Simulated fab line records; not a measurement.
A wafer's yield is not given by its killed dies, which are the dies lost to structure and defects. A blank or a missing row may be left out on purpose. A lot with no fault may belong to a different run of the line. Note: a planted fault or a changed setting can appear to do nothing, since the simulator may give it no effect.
Matching of chambers :: flow n5-finfet :: N5_BEOL_M4_ETCH_64 on rie-diel-05: 4 sister chambers
The step etches SOC in N2/H2, target depth 75 nm, overetch 22.5 nm, time 121.9 s. 18 wafers are shown with their chamber, then 9 later ones without.

## WAFERS WITH THEIR CHAMBER
wafer: L076.1
chamber: 0
showerhead-plenum-p-Torr (Torr): 2.52
drypump-motor-current-A (A): 5.7
throttle-valve-pct (%): 17.82

wafer: L076.4
chamber: 2
showerhead-plenum-p-Torr (Torr): 2.63
drypump-motor-current-A (A): 5.7
throttle-valve-pct (%): 17.46

wafer: L076.6
chamber: 0
showerhead-plenum-p-Torr (Torr): 2.52
drypump-motor-current-A (A): 5.7
throttle-valve-pct (%): 17.80

wafer: L075.1
chamber: 3
showerhead-plenum-p-Torr (Torr): 2.49
drypump-motor-current-A (A): 5.2
throttle-valve-pct (%): 17.82

wafer: L075.3
chamber: 0
showerhead-plenum-p-Torr (Torr): 2.52
drypump-motor-current-A (A): 5.7
throttle-valve-pct (%): 17.81

wafer: L075.6
chamber: 1
showerhead-plenum-p-Torr (Torr): 2.53
drypump-motor-current-A (A): 5.2
throttle-valve-pct (%): 17.89

wafer: L082.1
chamber: 3
showerhead-plenum-p-Torr (Torr): 2.49
drypump-motor-current-A (A): 5.2
throttle-valve-pct (%): 17.85

wafer: L082.2
chamber: 1
showerhead-plenum-p-Torr (Torr): 2.52
drypump-motor-current-A (A): 5.2
throttle-valve-pct (%): 17.90

wafer: L082.5
chamber: 0
showerhead-plenum-p-Torr (Torr): 2.52
drypump-motor-current-A (A): 5.7
throttle-valve-pct (%): 17.82

wafer: L083.2
chamber: 3
showerhead-plenum-p-Torr (Torr): 2.49
drypump-motor-current-A (A): 5.2
throttle-valve-pct (%): 17.86

wafer: L083.3
chamber: 2
showerhead-plenum-p-Torr (Torr): 2.62
drypump-motor-current-A (A): 5.7
throttle-valve-pct (%): 17.48

wafer: L083.4
chamber: 1
showerhead-plenum-p-Torr (Torr): 2.52
drypump-motor-current-A (A): 5.2
throttle-valve-pct (%): 17.92

wafer: L088.2
chamber: 2
showerhead-plenum-p-Torr (Torr): 2.62
drypump-motor-current-A (A): 5.6
throttle-valve-pct (%): 17.50

wafer: L088.3
chamber: 1
showerhead-plenum-p-Torr (Torr): 2.52
drypump-motor-current-A (A): 5.2
throttle-valve-pct (%): 17.94

wafer: L088.5
chamber: 1
showerhead-plenum-p-Torr (Torr): 2.52
drypump-motor-current-A (A): 5.2
throttle-valve-pct (%): 17.94

wafer: L087.1
chamber: 2
showerhead-plenum-p-Torr (Torr): 2.62
drypump-motor-current-A (A): 5.7
throttle-valve-pct (%): 17.51

wafer: L087.5
chamber: 1
showerhead-plenum-p-Torr (Torr): 2.52
drypump-motor-current-A (A): 5.2
throttle-valve-pct (%): 17.94

wafer: L087.6
chamber: 2
showerhead-plenum-p-Torr (Torr): 2.62
drypump-motor-current-A (A): 5.7
throttle-valve-pct (%): 17.51

SIGNATURES (averages over the wafers above)
reading: showerhead-plenum-p-Torr
chamber 0: 2.5200
chamber 1: 2.5217
chamber 2: 2.6220
chamber 3: 2.4900
scatter within a chamber: 0.00342

reading: drypump-motor-current-A
chamber 0: 5.700
chamber 1: 5.200
chamber 2: 5.680
chamber 3: 5.200
scatter within a chamber: 0.0239

reading: throttle-valve-pct
chamber 0: 17.8125
chamber 1: 17.9217
chamber 2: 17.4920
chamber 3: 17.8433
scatter within a chamber: 0.0198
Rule: a wafer lies at a distance from a chamber equal to the root of the sum of squares, over the readings, of (its reading less the chamber's mean, divided by the reading's scatter). The wafer belongs to the nearest chamber; if the next one is less than 2 further off, it can't be placed. The scatter: take each reading less its chamber's mean, square it, sum over the shown wafers, divide by the number of wafers less the number of chambers, and take the root.

## WAFERS WITHOUT THEIR CHAMBER
wafer: L089.2
showerhead-plenum-p-Torr (Torr): 2.51
drypump-motor-current-A (A): 5.7
throttle-valve-pct (%): 17.86

wafer: L089.5
showerhead-plenum-p-Torr (Torr): 2.51
drypump-motor-current-A (A): 5.7
throttle-valve-pct (%): 17.86

wafer: L089.6
showerhead-plenum-p-Torr (Torr): 2.52
drypump-motor-current-A (A): 5.2
throttle-valve-pct (%): 17.95

wafer: L091.1
showerhead-plenum-p-Torr (Torr): 2.51
drypump-motor-current-A (A): 5.7
throttle-valve-pct (%): 17.86

wafer: L091.2
showerhead-plenum-p-Torr (Torr): 2.52
drypump-motor-current-A (A): 5.2
throttle-valve-pct (%): 17.95

wafer: L091.6
showerhead-plenum-p-Torr (Torr): 2.52
drypump-motor-current-A (A): 5.2
throttle-valve-pct (%): 17.96

wafer: L095.1
showerhead-plenum-p-Torr (Torr): 2.51
drypump-motor-current-A (A): 5.2
throttle-valve-pct (%): 17.95

wafer: L095.2
showerhead-plenum-p-Torr (Torr): 2.61
drypump-motor-current-A (A): 5.7
throttle-valve-pct (%): 17.53

wafer: L095.6
showerhead-plenum-p-Torr (Torr): 2.50
drypump-motor-current-A (A): 5.7
throttle-valve-pct (%): 17.90

## WHICH CHAMBER EACH WENT THROUGH
wafer: L089.2
from the rows above: 0
in truth: 0

wafer: L089.5
from the rows above: 0
in truth: 0

wafer: L089.6
from the rows above: 1
in truth: 1

wafer: L091.1
from the rows above: 0
in truth: 0

wafer: L091.2
from the rows above: 1
in truth: 1

wafer: L091.6
from the rows above: 1
in truth: 1

wafer: L095.1
from the rows above: 1
in truth: 1

wafer: L095.2
from the rows above: 2
in truth: 2

wafer: L095.6
from the rows above: 0
in truth: 0
Placed correctly: 9 of 9. From these rows, 0 cannot be placed. Number placed wrongly: 0.
